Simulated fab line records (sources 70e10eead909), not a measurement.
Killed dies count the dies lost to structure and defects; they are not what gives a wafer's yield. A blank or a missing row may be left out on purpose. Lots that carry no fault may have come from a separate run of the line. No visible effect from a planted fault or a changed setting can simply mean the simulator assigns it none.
Matching of chambers / flow nand-harc / pecvd-03 running NHARC_P_GATE_DEP_103: 3 sister chambers
The step deposits SiON, target thk 30 nm. 6 wafers are shown with their chamber, then 12 later ones without.

## WAFERS PAIRED WITH THEIR CHAMBERS
wafer=L086.4; chamber=1; heater-power-outer-w (W)=292; heater-power-w (W)=594
wafer=L086.5; chamber=0; heater-power-outer-w (W)=303; heater-power-w (W)=545
wafer=L086.6; chamber=2; heater-power-outer-w (W)=485; heater-power-w (W)=743
wafer=L089.3; chamber=2; heater-power-outer-w (W)=479; heater-power-w (W)=709
wafer=L089.5; chamber=1; heater-power-outer-w (W)=377; heater-power-w (W)=701
wafer=L089.6; chamber=0; heater-power-outer-w (W)=369; heater-power-w (W)=636

## WAFERS WHOSE CHAMBER IS MISSING
wafer=L091.1; heater-power-outer-w (W)=328; heater-power-w (W)=588
wafer=L091.3; heater-power-outer-w (W)=517; heater-power-w (W)=783
wafer=L091.5; heater-power-outer-w (W)=326; heater-power-w (W)=565
wafer=L092.3; heater-power-outer-w (W)=375; heater-power-w (W)=656
wafer=L092.4; heater-power-outer-w (W)=327; heater-power-w (W)=646
wafer=L092.6; heater-power-outer-w (W)=492; heater-power-w (W)=748
wafer=L096.2; heater-power-outer-w (W)=378; heater-power-w (W)=698
wafer=L096.3; heater-power-outer-w (W)=498; heater-power-w (W)=766
wafer=L096.5; heater-power-outer-w (W)=354; heater-power-w (W)=616
wafer=L097.3; heater-power-outer-w (W)=371; heater-power-w (W)=691
wafer=L097.4; heater-power-outer-w (W)=370; heater-power-w (W)=700
wafer=L097.5; heater-power-outer-w (W)=349; heater-power-w (W)=616

## EACH ONE'S CHAMBER
wafer=L091.1; from the rows above=can't be placed: 0 or 1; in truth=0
wafer=L091.3; from the rows above=2; in truth=2
wafer=L091.5; from the rows above=can't be placed: 0 or 1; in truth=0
wafer=L092.3; from the rows above=can't be placed: 1 or 0 or 2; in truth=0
wafer=L092.4; from the rows above=can't be placed: 1 or 0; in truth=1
wafer=L092.6; from the rows above=2; in truth=2
wafer=L096.2; from the rows above=can't be placed: 1 or 0 or 2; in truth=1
wafer=L096.3; from the rows above=2; in truth=2
wafer=L096.5; from the rows above=can't be placed: 0 or 1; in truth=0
wafer=L097.3; from the rows above=can't be placed: 1 or 0 or 2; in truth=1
wafer=L097.4; from the rows above=can't be placed: 1 or 0 or 2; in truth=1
wafer=L097.5; from the rows above=can't be placed: 0 or 1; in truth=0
Correctly placed: 3 of 12. These rows do not allow placing 9 (true chamber among the candidates in 9). Number placed wrongly: 0.
How it was worked out, from the rows above alone: a wafer's distance from a chamber is the root of the sum, over the readings, of the square of ((its reading less the chamber's mean) divided by the reading's scatter). The wafer belongs to the nearest chamber; if the next one is less than 2 further off, it can't be placed. Each chamber's mean is taken over the wafers shown for it. The scatter: the root of (the sum of the squares of (reading less its chamber's mean) over the shown wafers, divided by (wafers less chambers)).
